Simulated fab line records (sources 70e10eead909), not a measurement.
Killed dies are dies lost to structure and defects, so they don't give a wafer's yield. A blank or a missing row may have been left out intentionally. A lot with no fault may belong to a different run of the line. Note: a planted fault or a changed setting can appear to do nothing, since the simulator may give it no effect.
The tool behind it: which one? ; flow nandHarc ; 14 lots, 41 wafers sampled, at 6 steps of a route of 1302

## WHAT THE GAUGES READ, wafer by wafer
NHARC_P_BONDPAD_THK_MEAS_20: measures by xrf. Usual: thkNm at 160.3 nm, with a standard deviation of 1.6.
lot;measured;on;thkNm (nm);flag
L957;day 6 16:29;filmMetro-02;161.4 161.1 159.2;
L958;day 7 08:14;filmMetro-02;158.9 158.7 159.3;
L961;day 8 05:26;filmMetro-02;162.3 160.2 158.0;
L962;day 8 17:00;filmMetro-01;160.5 159.5 161.6;
L963;day 9 03:58;filmMetro-02;159.9 158.0 155.6;
L964;day 9 12:46;filmMetro-01;159.7 160.1 162.3;
L965;day 10 01:03;filmMetro-01;163.7 160.5 159.2;
L966;day 10 06:16;filmMetro-01;159.5 159.0 159.0;
L968;day 11 01:20;filmMetro-02;160.2 163.2 161.7;
L969;day 11 16:45;filmMetro-02;162.1 160.2 159.3;
L970;day 12 01:43;filmMetro-01;161.4 162.4 161.9;
L973;day 13 12:53;filmMetro-01;160.1 158.8 162.9;
L974;day 13 21:16;filmMetro-01;158.9 159.0;
L977;day 15 02:50;filmMetro-01;159.6 159.7 161.7;

NHARC_A_ZERO_WELL_INSPECT_17. Usual: rawDefectCount at 10, with a standard deviation of 4.3.
lot;measured;on;rawDefectCount;flag
L957;day 6 19:23;defectInspect-01;6 5 6;
L958;day 7 11:33;defectInspect-01;14 5 4;
L961;day 8 08:19;defectInspect-02;14 15 11;
L962;day 8 19:59;defectInspect-01;15 18 10;
L963;day 9 06:57;defectInspect-02;6 11 10;
L964;day 9 15:46;defectInspect-02;14 10 10;
L965;day 10 04:03;defectInspect-01;9 8 17;
L966;day 10 09:08;defectInspect-01;15 11 11;
L968;day 11 04:19;defectInspect-02;3 8 7;
L969;day 11 19:43;defectInspect-02;8 8 11;
L970;day 12 04:48;defectInspect-02;10 11 4;
L973;day 13 15:53;defectInspect-01;4 9 14;
L974;day 14 00:16;defectInspect-01;7 13;
L977;day 15 05:44;defectInspect-02;11 7 3;

NHARC_A_ONON_D1_THK_MEAS_02: measures by ellipsometry. Usual: thkNm at 999 nm, with a standard deviation of 9.2.
lot;measured;on;thkNm (nm);flag
L957;day 7 13:20;filmMetro-01;1001 1003 1003;
L958;day 8 07:47;filmMetro-02;1006 1003 1004;
L961;day 9 05:23;filmMetro-01;1014 1013 1013;
L962;day 9 18:33;filmMetro-01;1001 1001 1003;
L963;day 10 03:22;filmMetro-02;989 990 990;
L964;day 10 15:12;filmMetro-02;1009 1009 1009;
L965;day 11 00:53;filmMetro-02;989 991 992;
L966;day 11 06:02;filmMetro-01;999 998 1000;
L968;day 11 22:17;filmMetro-02;987 988 988;
L969;day 12 15:54;filmMetro-01;1013 1012 1012;
L970;day 13 01:17;filmMetro-01;1004 1004 1005;
L973;day 14 15:41;filmMetro-01;999 997 1000;
L974;day 14 21:35;filmMetro-01;384 994;OFF
L977;day 16 03:35;filmMetro-02;1004 395 1004;OFF

NHARC_END_SORT_01. Usual: killedAtArray 63, standard deviation 27; killedAtOther 0.7, standard deviation 1.2; killedAtPeriphery 3.1, standard deviation 2; killedDies 67, standard deviation 28; killedOpen 3.0, standard deviation 1.9; killedShort 2.2, standard deviation 1.5.
lot;measured;on;killedAtArray;killedAtOther;killedAtPeriphery;killedDies;killedOpen;killedShort;flag
L969;day 29 00:47;prober-02;37;0;2;39;3;5;
L974;day 32 08:10;prober-02;673 50;0 0;4 5;677 55;6 2;1 5;OFF
L977;day 32 22:00;prober-01;37 672 28;0 0 1;2 5 2;39 677 31;7 7 5;1 1 0;OFF

## WHAT TOOL EACH LOT RAN ON (gives the tool, then ch and the chambers of the sampled wafers, and finally the start)
lot;NHARC_A_ZERO_WELL_RTA_16;NHARC_A_ONON_D1_DEP_00
L957;rtpAnneal-01 ch 0, day 6 19:11;pecvdOnon-01 ch 0, day 7 12:50
L958;rtpAnneal-01 ch 0, day 7 11:21;pecvdOnon-04 ch 0, day 8 07:16
L961;rtpAnneal-02 ch 0, day 8 08:08;pecvdOnon-04 ch 0, day 9 04:55
L962;rtpAnneal-02 ch 0, day 8 19:49;pecvdOnon-01 ch 0, day 9 18:06
L963;rtpAnneal-01 ch 0, day 9 06:47;pecvdOnon-01 ch 0, day 10 02:55
L964;rtpAnneal-01 ch 0, day 9 15:35;pecvdOnon-02 ch 0, day 10 14:41
L965;rtpAnneal-02 ch 0, day 10 03:51;pecvdOnon-01 ch 0, day 11 00:23
L966;rtpAnneal-02 ch 0, day 10 08:56;pecvdOnon-01 ch 0, day 11 05:32
L968;rtpAnneal-02 ch 0, day 11 04:10;pecvdOnon-01 ch 0, day 11 21:50
L969;rtpAnneal-01 ch 0, day 11 19:34;pecvdOnon-04 ch 0, day 12 15:27
L970;rtpAnneal-02 ch 0, day 12 04:37;pecvdOnon-01 ch 0, day 13 00:46
L973;rtpAnneal-02 ch 0, day 13 15:41;pecvdOnon-01 ch 0, day 14 15:10
L974;rtpAnneal-02 ch 0, day 14 00:08;pecvdOnon-01 ch 0, day 14 21:15
L977;rtpAnneal-02 ch 0, day 15 05:34;pecvdOnon-01 ch 0, day 16 03:08
- NHARC_A_ZERO_WELL_RTA_16: time 10 s.
- NHARC_A_ONON_D1_DEP_00: target thk 1000 nm.

## AS READ BY THE TOOLS THEMSELVES (means over the sampled wafers that have a number; for cases with no such wafer, the mark the record gives instead)
NHARC_A_ZERO_WELL_RTA_16. Usual: annealTempCMax 1006.0, standard deviation 1.3; lampPowerPct 32.0 %, standard deviation 1.1; lamp_zone_2_pct 32.0 %, standard deviation 1.1; lamp_zone_6_pct 31.9 %, standard deviation 1.1; wafer_temp_C_max 1005.6, standard deviation 1.3.
lot;tool;annealTempCMax;lampPowerPct (%);lamp_zone_2_pct (%);lamp_zone_6_pct (%);wafer_temp_C_max;flag
L957;rtpAnneal-01;1005.2;30.6;30.6;30.5;1004.9;
L958;rtpAnneal-01;1004.3;30.5;30.6;30.5;1003.1;
L961;rtpAnneal-02;1007.1;32.8;32.8;32.8;1006.7;
L962;rtpAnneal-02;1006.2;32.8;32.8;32.8;1007.0;
L963;rtpAnneal-01;1005.0;30.6;30.5;30.5;1004.8;
L964;rtpAnneal-01;1004.9;30.6;30.5;30.5;1005.1;
L965;rtpAnneal-02;1006.9;32.9;32.9;32.8;1005.5;
L966;rtpAnneal-02;1006.7;32.9;32.9;32.8;1007.0;
L968;rtpAnneal-02;1006.9;32.9;32.9;32.8;1005.9;
L969;rtpAnneal-01;1005.2;30.5;30.5;30.5;1005.5;
L970;rtpAnneal-02;1006.3;32.9;32.9;32.8;1005.6;
L973;rtpAnneal-02;1006.6;32.9;32.9;32.8;1006.6;
L974;rtpAnneal-02;1005.9;32.8;32.9;32.8;1005.1;
L977;rtpAnneal-02;1007.6;32.8;32.9;32.7;1007.1;

## THE ANSWER, worked out from the rows above alone
Rule: a lot is off if the mean of its wafers that have a number lies more than 3 standard deviations from the usual mean. A lot without any number at a reading at which 4 lots or more have one is off too. All remaining lots with rows at the step are treated as sound. First the gauges in route order, then the tools' own readings, where a lot's mean is used as printed above. The first step at which some lot is off is used, and at that step the reading that is off furthest; a lot without a number counts as furthest.
Off, at NHARC_A_ONON_D1_THK_MEAS_02 on thkNm: L974, L977.
A tool fits if, at a process step before that reading, it ran every lot that is off, and no sound lot after the first of them. Not tried: the gauges at NHARC_A_ONON_D1_THK_MEAS_02; whatever is off there is also off at NHARC_END_SORT_01, on other tools, and gauge error can't account for it. This does not decide it: 2 tools fit, namely rtpAnneal-02 at NHARC_A_ZERO_WELL_RTA_16 and pecvdOnon-01 at NHARC_A_ONON_D1_DEP_00.

## WHAT HAD BEEN PUT IN BY THE SIMULATOR
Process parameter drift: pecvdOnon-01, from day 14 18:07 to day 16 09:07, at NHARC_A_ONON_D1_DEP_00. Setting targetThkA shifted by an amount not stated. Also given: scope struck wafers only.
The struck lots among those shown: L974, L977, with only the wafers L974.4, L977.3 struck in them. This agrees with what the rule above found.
